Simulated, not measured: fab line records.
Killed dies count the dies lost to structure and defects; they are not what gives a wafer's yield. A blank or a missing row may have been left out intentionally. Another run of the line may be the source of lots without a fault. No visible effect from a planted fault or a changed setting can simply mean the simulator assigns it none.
Which tool did it? / flow nand_harc / Sampling: 11 lots, 32 wafers, 5 of 1302 route steps

## WHAT THE GAUGES READ, wafer by wafer
NHARC_P_M0_CD_MEAS_09: the cd target is 90 nm.
lot=L873; measured=day 7 05:42; on=cd_sem-02; cd_nm (nm)=90.4 90.8 90.3
lot=L876; measured=day 8 15:20; on=cd_sem-02; cd_nm (nm)=88.7 88.1 88.9
lot=L878; measured=day 9 14:13; on=cd_sem-03; cd_nm (nm)=90.2 90.2 89.3
lot=L879; measured=day 9 23:05; on=cd_sem-01; cd_nm (nm)=89.4 89.2 88.5
lot=L880; measured=day 10 09:37; on=cd_sem-03; cd_nm (nm)=90.3 91.1 89.7
lot=L881; measured=day 10 16:09; on=cd_sem-02; cd_nm (nm)=89.8 91.0 90.4
lot=L882; measured=day 10 21:58; on=cd_sem-01; cd_nm (nm)=89.2 89.5 89.0
lot=L884; measured=day 12 02:28; on=cd_sem-03; cd_nm (nm)=89.8 89.5 90.6
lot=L885; measured=day 12 14:45; on=cd_sem-03; cd_nm (nm)=89.1 89.6 89.8
lot=L889; measured=day 13 23:43; on=cd_sem-02; cd_nm (nm)=91.8 107.0
lot=L890; measured=day 14 07:34; on=cd_sem-02; cd_nm (nm)=89.3 106.8 107.0

## EACH LOT AND THE TOOL THAT RAN IT (in order: tool; ch and the chambers of the sampled wafers; start)
lot=L873; NHARC_P_CONTACT_PVD_32=pvd_sputter-03, day 7 04:26 or earlier; NHARC_P_CONTACT_CVD_23=cvd_w-02 ch 0,1, day 7 04:26 or earlier; NHARC_P_CONTACT_CMP_24=cmp-02 ch 2,3, day 7 04:26; NHARC_P_M0_PEB_07=litho_track-06 ch 0, day 7 05:37
lot=L876; NHARC_P_CONTACT_PVD_32=pvd_sputter-02, day 8 14:02 or earlier; NHARC_P_CONTACT_CVD_23=cvd_w-02 ch 0,1, day 8 14:02 or earlier; NHARC_P_CONTACT_CMP_24=cmp-04 ch 0,1,3, day 8 14:02; NHARC_P_M0_PEB_07=litho_track-01 ch 0, day 8 15:16
lot=L878; NHARC_P_CONTACT_PVD_32=pvd_sputter-03, day 9 12:55 or earlier; NHARC_P_CONTACT_CVD_23=cvd_w-02 ch 0,1, day 9 12:55 or earlier; NHARC_P_CONTACT_CMP_24=cmp-01 ch 0,2,3, day 9 12:55; NHARC_P_M0_PEB_07=litho_track-06 ch 0, day 9 14:08
lot=L879; NHARC_P_CONTACT_PVD_32=pvd_sputter-03, day 9 21:55 or earlier; NHARC_P_CONTACT_CVD_23=cvd_w-02 ch 0,1, day 9 21:55 or earlier; NHARC_P_CONTACT_CMP_24=cmp-04 ch 0,1,3, day 9 21:55; NHARC_P_M0_PEB_07=litho_track-01 ch 0, day 9 23:01
lot=L880; NHARC_P_CONTACT_PVD_32=pvd_sputter-03, day 10 08:20 or earlier; NHARC_P_CONTACT_CVD_23=cvd_w-02 ch 0,1, day 10 08:20 or earlier; NHARC_P_CONTACT_CMP_24=cmp-04 ch 1,3, day 10 08:20; NHARC_P_M0_PEB_07=litho_track-04 ch 0, day 10 09:32
lot=L881; NHARC_P_CONTACT_PVD_32=pvd_sputter-03, day 10 14:51 or earlier; NHARC_P_CONTACT_CVD_23=cvd_w-01 ch 0,1, day 10 14:51 or earlier; NHARC_P_CONTACT_CMP_24=cmp-02 ch 1,2,3, day 10 14:51; NHARC_P_M0_PEB_07=litho_track-04 ch 0, day 10 16:04
lot=L882; NHARC_P_CONTACT_PVD_32=pvd_sputter-03, day 10 20:41 or earlier; NHARC_P_CONTACT_CVD_23=cvd_w-02 ch 0, day 10 20:41 or earlier; NHARC_P_CONTACT_CMP_24=cmp-01 ch 1,2,3, day 10 20:41; NHARC_P_M0_PEB_07=litho_track-01 ch 0, day 10 21:53
lot=L884; NHARC_P_CONTACT_PVD_32=pvd_sputter-01, day 12 01:02 or earlier; NHARC_P_CONTACT_CVD_23=cvd_w-01 ch 0,1, day 12 01:02 or earlier; NHARC_P_CONTACT_CMP_24=cmp-01 ch 1,2,3, day 12 01:02; NHARC_P_M0_PEB_07=litho_track-04 ch 0, day 12 02:23
lot=L885; NHARC_P_CONTACT_PVD_32=pvd_sputter-01, day 12 13:24 or earlier; NHARC_P_CONTACT_CVD_23=cvd_w-01 ch 0,1, day 12 13:24 or earlier; NHARC_P_CONTACT_CMP_24=cmp-04 ch 1,2,3, day 12 13:24; NHARC_P_M0_PEB_07=litho_track-01 ch 0, day 12 14:40
lot=L889; NHARC_P_CONTACT_PVD_32=pvd_sputter-02, day 13 22:30 or earlier; NHARC_P_CONTACT_CVD_23=cvd_w-02 ch 0,1, day 13 22:30 or earlier; NHARC_P_CONTACT_CMP_24=cmp-02 ch 2,3, day 13 22:30; NHARC_P_M0_PEB_07=litho_track-04 ch 0, day 13 23:38
lot=L890; NHARC_P_CONTACT_PVD_32=pvd_sputter-03, day 14 06:16 or earlier; NHARC_P_CONTACT_CVD_23=cvd_w-02 ch 0,1, day 14 06:16 or earlier; NHARC_P_CONTACT_CMP_24=cmp-04 ch 0,1,2, day 14 06:16; NHARC_P_M0_PEB_07=litho_track-04 ch 0, day 14 07:29
- NHARC_P_CONTACT_PVD_32: deposits Ti, target thk 5 nm, time 17.7 s.
- NHARC_P_CONTACT_CVD_23: deposits W, target thk 200 nm, time 557 s.
- NHARC_P_CONTACT_CMP_24: polishes, t overpolish 30 s, target thk 200 nm.
- NHARC_P_M0_PEB_07: peb time 65 s.

## THE ANSWER, worked out from the rows above alone
Rule: usual is defined by the lots themselves. Put in order of their means at a reading, lots are off if they are a third of the lots or fewer, leave a main group of 4 or more, and stand apart from it by a gap of 3 or more times the standard deviation of the main group's means; of several such gaps the widest counts. A main group whose means are all the same, to the digits that the tables above print for the reading, isn't used. Also off: a lot with no number at a reading for which 4 or more lots have one. The other lots that the step has rows for count as sound.
Off, at NHARC_P_M0_CD_MEAS_09 on cd_nm: L889, L890. The main group has a mean of 89.7 nm with a standard deviation of 0.64.
A tool fits if, at a process step before that reading, it ran every lot that is off, and no sound lot after the first of them. Those tools and the gauges at NHARC_P_M0_CD_MEAS_09 are tried in the same way. NHARC_P_CONTACT_PVD_32: start missing for some lots; hours and lot order therefore follow NHARC_P_CONTACT_CMP_24. NHARC_P_CONTACT_CVD_23: start missing for some lots; hours and lot order therefore follow NHARC_P_CONTACT_CMP_24. Can't be told from this: 3 tools fit, cvd_w-02 at NHARC_P_CONTACT_CVD_23, litho_track-04 at NHARC_P_M0_PEB_07, cd_sem-02 at NHARC_P_M0_CD_MEAS_09.

## WHAT THE SIMULATOR HAD INSERTED
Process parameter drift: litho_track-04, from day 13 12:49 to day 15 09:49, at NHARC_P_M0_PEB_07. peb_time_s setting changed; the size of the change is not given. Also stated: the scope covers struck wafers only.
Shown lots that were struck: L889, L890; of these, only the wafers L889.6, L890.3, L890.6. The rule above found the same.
